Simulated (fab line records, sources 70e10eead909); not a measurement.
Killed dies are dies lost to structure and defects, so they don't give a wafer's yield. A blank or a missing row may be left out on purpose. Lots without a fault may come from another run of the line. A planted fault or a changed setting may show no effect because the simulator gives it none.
fab line records | flow nand_harc
record lots=11 wafers=33 last_day=24
route steps=1159 shown A_STAIRCASE@547 END@1159
lots that met no fault: from a run of the same line without faults
start_h: hours from the record's first day to the start of the lot's first wafer shown | wait_h: hours since the lot's step before | " the same as in the row above | L1.1+2: a row that stands for several wafers | - no value, or no start given | * or withheld: withheld | < > ~ a bound
route shown NAME@n: a module of which the file shows steps, and the number in the route of the first | usual: mean/standard deviation of fault-free wafers | same: alike in all rows | chamber/n: place in a boat | sites: the reading at each site | _std_site: their standard deviation | _edge_site: outer sites' mean less inner sites' | radius_mm: how far each site lies from the wafer's centre | mask NAME#n: copy n | behind: the tool/chamber that last shaped the wafer | hold: why the lot was held/for how many hours/how that ended | device: the transistor (n, p or np) that didn't switch | end of line: the same wafers' tests at the end of the route | a step without rows: its recipe alone | killed: dies lost to structure and defects at the first sort, not the wafer's yield | map: a wafer's dies, x killed, . not, _ none there
set.NAME: the setting as run; set.NAME@STEP: as run at that earlier step | model.NAME: the simulator's own value behind a step, which no gauge read
steps of the route over a sample of lots; a table a step, a row a wafer
services: from which hour (start_h, from the record's first day; less than 0 if before it) a tool's chamber was out of use, for how many hours, and why
## steps
# step NHARC_A_STAIRCASE_DESCUM_11
# recipe time_s=3 o2_flow_sccm=200 ar_flow_sccm=0 bias_power_w=0 chemistry=O2
# usual chamber_pressure_mTorr=60.00/0.063 drypump_motor_current_A=5.9/0.35 oes_product_au=0.998/0.007 rf_vpp_V=57.8/0.95 showerhead_plenum_p_Torr=1.94/0.097 throttle_valve_pct=11.311/0.0088
# columns lot.wafer tool chamber start_h wait_h chamber_pressure_mTorr drypump_motor_current_A oes_product_au rf_hours_counter_h rf_vpp_V showerhead_plenum_p_Torr throttle_valve_pct
L183.2 rie_diel-02 0 246.77 - 60.01 5.7 1.006 29 57.3 1.80 11.310
L183.6 " 1 " " 59.94 6.3 1.010 - 57.4 1.79 11.316
L183.5 " 2 " " 60.10 5.3 1.003 - 58.3 1.89 11.316
L185.3 rie_diel-05 0 250.36 - 60.06 5.8 0.981 26 56.8 1.95 11.333
L185.2 " 1 " " 60.04 5.9 1.005 28 58.3 1.92 11.319
L185.4 " 2 " " 60.00 6.2 0.985 31 58.1 2.02 11.316
L184.1 rie_diel-12 2 250.90 - 59.96 5.8 0.999 13 56.9 1.94 11.307
L184.2 " 3 " " 59.98 5.5 0.997 13 58.8 2.00 11.314
L184.6 " 1 " " 60.10 5.9 0.996 - 59.8 2.05 11.324
L187.2 rie_diel-05 0 277.55 - 60.02 5.8 1.001 38 56.9 1.95 11.318
L187.4 " 2 " " 60.04 6.2 1.000 40 57.9 2.02 11.304
L187.3 " 3 " " 60.14 6.6 1.003 33 57.2 1.91 11.317
L190.3 rie_diel-02 1 283.85 - 59.95 6.3 1.013 45 58.4 1.79 11.288
L190.2 " 2 " " 60.08 5.3 1.001 45 56.8 1.89 11.300
L190.5 " 2 " " 60.00 5.3 1.003 - 57.6 1.89 11.321
L191.3 rie_diel-12 3 292.99 - 60.04 5.5 0.994 30 57.9 2.00 11.314
L191.4 " 1 " " 60.04 5.9 1.005 28 58.6 2.05 11.315
L191.2 " 2 " " 60.05 5.8 0.998 29 58.1 1.93 11.308
L198.1 rie_diel-12 0 329.28 - 60.04 5.8 0.991 43 57.4 2.06 11.306
L198.6 " 0 " " 60.04 5.8 0.990 - 59.1 2.06 11.328
L198.5 " 1 " " 60.01 5.9 1.004 - 59.6 2.04 11.315
L197.1 rie_diel-12 1 329.57 - 60.06 5.9 1.002 41 55.9 2.04 11.326
L197.3 " 2 " " 59.98 5.8 0.994 41 58.4 1.93 11.304
L197.2 " 3 " " 59.94 5.5 0.991 43 57.9 1.99 11.311
L202.2 rie_diel-02 0 342.35 - 59.95 5.7 1.007 3 56.9 1.79 11.313
L202.3 " 1 " " 60.01 6.3 1.005 0 57.7 1.78 11.320
L202.6 " 3 " " 59.89 6.4 1.000 - 58.1 1.78 11.328
L199.2 rie_diel-12 3 342.42 - 60.00 5.5 0.996 49 58.8 1.99 11.304
L199.5 " 0 " " 60.03 5.8 0.991 - 60.5 2.06 11.306
L199.6 " 1 " " 59.99 5.9 0.995 - 58.4 2.04 11.310
L200.2 rie_diel-12 3 345.34 - 60.02 5.5 0.989 51 57.8 1.99 11.319
L200.1 " 0 " " 59.99 5.8 0.994 51 57.9 2.06 11.308
L200.4 " 1 " " 59.95 5.9 1.003 - 58.8 2.04 11.319
# step NHARC_A_STAIRCASE_ETCH_21
# recipe target_depth_a=1000 time_s=40.5 ion_energy_ev=400 c4f8_flow_sccm=20 o2_flow_sccm=10 ar_flow_sccm=withheld rf_w=600 bias_w=1000 chemistry=C4F8/O2
# usual chamber_pressure_mTorr=25.001/0.023 oes_product_au=0.943/0.013 rf_vpp_V=899/5.3
# columns lot.wafer tool chamber start_h wait_h chamber_pressure_mTorr oes_product_au rf_hours_counter_h rf_vpp_V
L183.2 rie_diel-05 2 248.22 - 24.970 0.963 30 902
L183.6 " 0 " " 24.997 0.971 - 899
L183.5 " 1 " " 24.960 0.971 - 897
L185.3 rie_diel-12 1 252.24 - 24.987 0.953 12 903
L185.4 " 2 " " 25.002 0.939 14 899
L185.2 " 3 " " 25.003 0.943 14 901
L184.2 rie_diel-12 0 252.31 - 25.022 0.935 12 906
L184.1 " 1 " " 24.968 0.933 12 906
L184.6 " 2 " " 25.023 0.937 - 898
L187.2 rie_diel-05 2 278.95 - 25.013 0.946 41 903
L187.3 " 0 " " 24.980 0.947 38 899
L187.4 " 1 " " 24.975 0.940 38 896
L190.2 rie_diel-05 0 286.58 - 24.977 0.924 43 899
L190.3 " 2 " " 25.007 0.920 44 902
L190.5 " 3 " " 24.975 0.924 - 897
L191.2 rie_diel-12 1 294.48 - 25.027 0.921 29 904
L191.3 " 2 " " 24.985 0.923 30 897
L191.4 " 3 " " 25.021 0.932 30 900
L198.1 rie_diel-05 0 331.15 - 25.012 0.791 60 899
L198.6 " 3 " " 24.994 0.958 - 895
L198.5 " 0 " " 24.967 0.790 - 897
L197.1 rie_diel-12 0 331.29 - 24.960 0.924 44 905
L197.3 " 1 " " 24.997 0.946 42 905
L197.2 " 3 " " 24.995 0.943 44 902
L202.2 rie_diel-02 0 344.00 - 25.007 0.935 4 889
L202.3 " 1 " " 24.980 0.947 1 889
L202.6 " 2 " " 24.947 0.943 - 894
L199.2 rie_diel-12 1 344.46 - 24.994 0.945 49 904
L199.6 " 0 " " 25.007 0.931 - 905
L199.5 " 3 " " 24.979 0.932 - 900
L200.1 rie_diel-12 0 346.86 - 24.980 0.942 52 905
L200.2 " 1 " " 24.975 0.941 50 904
L200.4 " 1 " " 24.994 0.945 - 903
# step NHARC_A_STAIRCASE_TRIM_22
# recipe time_s=211.2 o2_flow_sccm=500 ar_flow_sccm=0 bias_w=0 chemistry=O2
# usual chamber_pressure_mTorr=60.00/0.051 drypump_motor_current_A=5.9/0.35 oes_product_au=0.998/0.007 rf_vpp_V=58.0/0.94 showerhead_plenum_p_Torr=3.60/0.15 throttle_valve_pct=17.037/0.009
# columns lot.wafer tool chamber start_h wait_h chamber_pressure_mTorr drypump_motor_current_A oes_product_au rf_hours_counter_h rf_vpp_V showerhead_plenum_p_Torr throttle_valve_pct
L183.2 rie_diel-05 3 - - 59.92 6.7 0.997 21 57.3 3.53 17.028
L183.6 " 3 " " 59.98 6.7 1.000 - 58.1 3.53 17.034
L183.5 " 0 " " 59.96 5.8 0.991 - 57.8 3.60 17.060
L185.3 rie_diel-12 3 - - 60.04 5.5 0.991 14 58.9 3.68 17.017
L185.4 " 0 " " 59.99 5.8 0.990 12 59.6 3.80 17.037
L185.2 " 2 " " 59.93 5.8 0.994 14 59.3 3.57 17.026
L184.1 rie_diel-12 3 - - 60.07 5.5 1.001 14 59.2 3.68 17.026
L184.2 " 0 " " 60.05 5.7 0.991 12 57.8 3.80 17.039
L184.6 " 3 " " 60.06 5.5 1.000 - 57.3 3.68 17.038
L187.3 rie_diel-05 3 - - 60.03 6.6 0.996 34 58.9 3.52 17.026
L187.2 " 1 " " 60.10 5.9 1.006 38 57.6 3.53 17.036
L187.4 " 2 " " 59.96 6.1 0.994 41 57.4 3.70 17.034
L190.2 rie_diel-05 1 - - 60.00 5.9 0.995 42 58.8 3.53 17.046
L190.3 " 2 " " 60.04 6.1 1.001 44 58.1 3.70 17.036
L190.5 " 1 " " 59.97 5.9 0.993 - 59.8 3.53 17.029
L191.3 rie_diel-12 3 - - 59.97 5.5 1.007 31 57.3 3.67 17.038
L191.2 " 0 " " 60.07 5.8 0.994 30 58.5 3.79 17.029
L191.4 " 2 " " 60.01 5.8 1.008 30 59.1 3.56 17.023
L198.1 rie_diel-05 3 - - 59.93 6.6 0.994 55 58.8 3.51 17.032
L198.5 " 2 " " 59.98 6.2 1.000 - 57.8 3.69 17.026
L198.6 " 3 " " 59.99 6.7 0.993 - 57.3 3.51 17.047
L197.2 rie_diel-12 3 - - 59.94 5.5 0.993 44 57.4 3.66 17.054
L197.1 " 0 " " 59.93 5.7 0.987 44 57.8 3.78 17.044
L197.3 " 1 " " 60.00 5.9 1.001 42 57.8 3.75 17.030
L202.3 rie_diel-02 0 - - 59.94 5.7 0.998 4 57.9 3.32 17.048
L202.2 " 3 " " 59.96 6.4 0.994 4 57.9 3.31 17.043
L202.6 " 1 " " 60.00 6.3 0.987 - 56.4 3.31 17.030
L199.2 rie_diel-12 1 - - 59.94 5.9 1.001 49 57.6 3.75 17.042
L199.6 " 3 " " 60.02 5.5 0.995 - 58.3 3.66 17.032
L199.5 " 1 " " 60.01 5.9 0.992 - 59.7 3.75 17.039
L200.2 rie_diel-12 0 - - 60.06 5.8 0.986 52 58.3 3.78 17.032
L200.1 " 1 " " 60.02 5.9 1.001 50 58.1 3.75 17.026
L200.4 " 1 " " 60.01 5.9 1.001 - 58.5 3.75 17.033
# step NHARC_A_STAIRCASE_TRIM_26
# recipe time_s=211.2 o2_flow_sccm=500 ar_flow_sccm=0 bias_w=0 chemistry=O2
# usual chamber_pressure_mTorr=60.01/0.055 drypump_motor_current_A=5.9/0.35 oes_product_au=0.997/0.0081 rf_vpp_V=57.9/0.88 showerhead_plenum_p_Torr=3.59/0.15 throttle_valve_pct=17.037/0.0087
# columns lot.wafer tool chamber start_h wait_h chamber_pressure_mTorr drypump_motor_current_A oes_product_au rf_hours_counter_h rf_vpp_V showerhead_plenum_p_Torr throttle_valve_pct
L183.2 rie_diel-05 3 - - 59.97 6.6 1.000 22 58.7 3.53 17.035
L183.6 " 0 " " 59.95 5.8 0.995 - 58.3 3.60 17.045
L183.5 " 1 " " 60.05 5.9 1.008 - 56.9 3.53 17.039
L185.3 rie_diel-12 1 - - 60.03 5.9 0.992 13 57.7 3.77 17.028
L185.2 " 3 " " 59.94 5.5 0.991 14 58.4 3.68 17.048
L185.4 " 0 " " 60.06 5.8 0.999 13 58.6 3.80 17.036
L184.2 rie_diel-12 3 - - 60.03 5.5 1.001 14 59.1 3.68 17.053
L184.1 " 2 " " 59.94 5.8 1.004 15 57.4 3.57 17.052
L184.6 " 3 " " 60.00 5.5 0.994 - 57.4 3.68 17.030
L187.4 rie_diel-05 3 - - 59.96 6.7 0.997 34 57.2 3.52 17.045
L187.2 " 0 " " 60.04 5.8 0.998 38 57.8 3.59 17.034
L187.3 " 2 " " 59.95 6.2 0.981 41 58.4 3.70 17.044
L190.2 rie_diel-05 0 - - 60.06 5.8 0.986 43 58.8 3.59 17.044
L190.3 " 2 " " 60.01 6.2 1.001 44 57.9 3.70 17.051
L190.5 " 3 " " 59.94 6.6 1.001 - 57.0 3.52 17.033
L191.4 rie_diel-12 3 - - 59.97 5.5 0.993 31 58.4 3.67 17.035
L191.2 " 1 " " 60.05 5.9 0.989 30 57.8 3.76 17.040
L191.3 " 2 " " 59.98 5.8 0.993 31 57.2 3.56 17.038
L197.2 rie_diel-12 1 - - 60.03 5.9 1.013 42 59.7 3.75 17.046
L197.3 " 2 " " 59.98 5.8 0.994 43 57.2 3.56 17.042
L197.1 " 3 " " 59.93 5.5 0.999 45 56.7 3.66 17.042
L198.1 rie_diel-05 1 - - 60.00 5.9 0.994 59 57.7 3.52 17.046
L198.5 " 2 " " 59.96 6.2 0.997 - 58.1 3.69 17.035
L198.6 " 3 " " 60.05 6.7 0.998 - 58.4 3.51 17.043
L202.2 rie_diel-02 1 - - 59.98 6.2 1.007 2 56.7 3.31 17.030
L202.3 " 2 " " 60.02 5.3 1.006 4 57.2 3.47 17.042
L202.6 " 1 " " 60.11 6.3 1.007 - 55.9 3.31 17.047
L199.2 rie_diel-12 3 - - 60.06 5.5 0.996 50 58.6 3.66 17.032
L199.5 " 3 " " 60.02 5.5 0.997 - 58.7 3.66 17.043
L199.6 " 1 " " 59.96 5.9 1.003 - 58.2 3.75 17.044
L200.2 rie_diel-12 3 - - 60.02 5.5 0.998 52 57.7 3.66 17.037
L200.1 " 0 " " 60.04 5.7 0.986 52 56.4 3.78 17.040
L200.4 " 0 " " 59.95 5.8 0.993 - 57.4 3.78 17.048
# step NHARC_END_SORT_01
# recipe temp_c=25
# usual killed_at_array=29/12 killed_at_other=0.7/1 killed_at_periphery=4/3.2 killed_dies=34/12 killed_open=3.4/2 killed_short=1.8/1.3
# same gross_dies=677
# columns lot.wafer tool chamber start_h wait_h killed_at_array killed_at_other killed_at_periphery killed_dies killed_open killed_short
L198.1 prober-01 0 552.36 2.6 318 0 16 334 4 4
L198.5 prober-01 0 555.53 3.7 403 1 13 417 2 0
L198.6 prober-01 0 556.32 4.0 27 2 9 38 3 2
# killed by level:class
L198.1 A_STAIRCASE:area_etch=289 A_CONTACT:chamber_film_flake=11 P_CONTACT:chamber_film_flake=9 A_STAIRCASE:chamber_film_flake=7 P_ZERO_WELL:chamber_film_flake=4 A_CHANNEL_HOLE_D1:chamber_film_flake=4 P_CONTACT:geometric_particle:open=2 A_WL_FILL:geometric_particle:short=2
L198.5 A_STAIRCASE:area_etch=380 A_STAIRCASE:chamber_film_flake=9 A_CONTACT:chamber_film_flake=8 P_ZERO_WELL:chamber_film_flake=7 P_CONTACT:chamber_film_flake=6 A_CHANNEL_HOLE_D1:chamber_film_flake=4 A_ONON_D1:geometric_particle:open=1 A_CHANNEL_FILL_D1:geometric_particle:open=1
L198.6 A_CONTACT:chamber_film_flake=8 A_CHANNEL_HOLE_D1:chamber_film_flake=6 A_STAIRCASE:chamber_film_flake=6 P_ZERO_WELL:chamber_film_flake=5 A_CONTACT:geometric_particle:open=2 P_CONTACT:chamber_film_flake=2 THIN_TSV:chamber_film_flake=2 A_SGD_CUT:geometric_particle:short=1
## services
# columns tool chamber start_h hours kind
rie_diel-02 0 224.67 5.0 repair
rie_diel-02 3 227.64 13.0 repair
rie_diel-12 0 235.99 - clean
rie_diel-12 1 235.99 - clean
rie_diel-12 2 235.99 - clean
rie_diel-12 3 235.99 - clean
rie_diel-12 0 260.50 - clean
rie_diel-12 1 260.50 - clean
rie_diel-12 2 260.50 - clean
rie_diel-12 3 260.50 - clean
rie_diel-02 2 269.84 3.8 repair
rie_diel-12 0 286.30 - clean
rie_diel-12 1 286.30 - clean
rie_diel-12 2 286.30 - clean
rie_diel-12 3 286.30 - clean
rie_diel-02 1 290.03 6.3 repair
rie_diel-12 0 310.80 - clean
rie_diel-12 1 310.80 - clean
rie_diel-12 2 310.80 - clean
rie_diel-12 3 310.80 - clean
rie_diel-02 - 328.07 9.0 pm
rie_diel-12 0 335.37 - clean
rie_diel-12 2 339.80 17.4 repair
rie_diel-05 - 340.66 9.0 pm
## key
first_sign step=NHARC_A_STAIRCASE_ETCH_21 reading=oes_product_au direction=down sigmas=12 usual=0.943 struck=0.790
effect step=NHARC_END_SORT_01 reading=killed_dies direction=up sigmas=29 usual=34 struck=376
more_kills_born_at NHARC_A_STAIRCASE_ETCH_21@rie_diel-05=669
met_at NHARC_A_STAIRCASE_ETCH_21
struck_lots L198
struck_wafers L198.1,L198.5
later_rows_left_out L198.5
tester_left_out L198
not_acting_at NHARC_A_STAIRCASE_DESCUM_11,NHARC_A_STAIRCASE_TRIM_22,NHARC_A_STAIRCASE_TRIM_26
onset_between 286.58 331.15
fault kind=process_parameter_drift tool=rie_diel-05 chamber=0 onset_h=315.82 steps=NHARC_A_STAIRCASE_ETCH_21 channel=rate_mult offset=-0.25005 shape=step end_h=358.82
# tester_left_out: of these lots the tester's yield and bins aren't shown, on N5 and GAA mostly nor the transistor test; their killed dies are dies lost to structure and defects alone, not to doping, threshold or leakage, so they don't give the yield
# later_rows_left_out: the simulator's readings of these wafers behind a module that went badly wrong aren't trusted and aren't shown, but for the sort
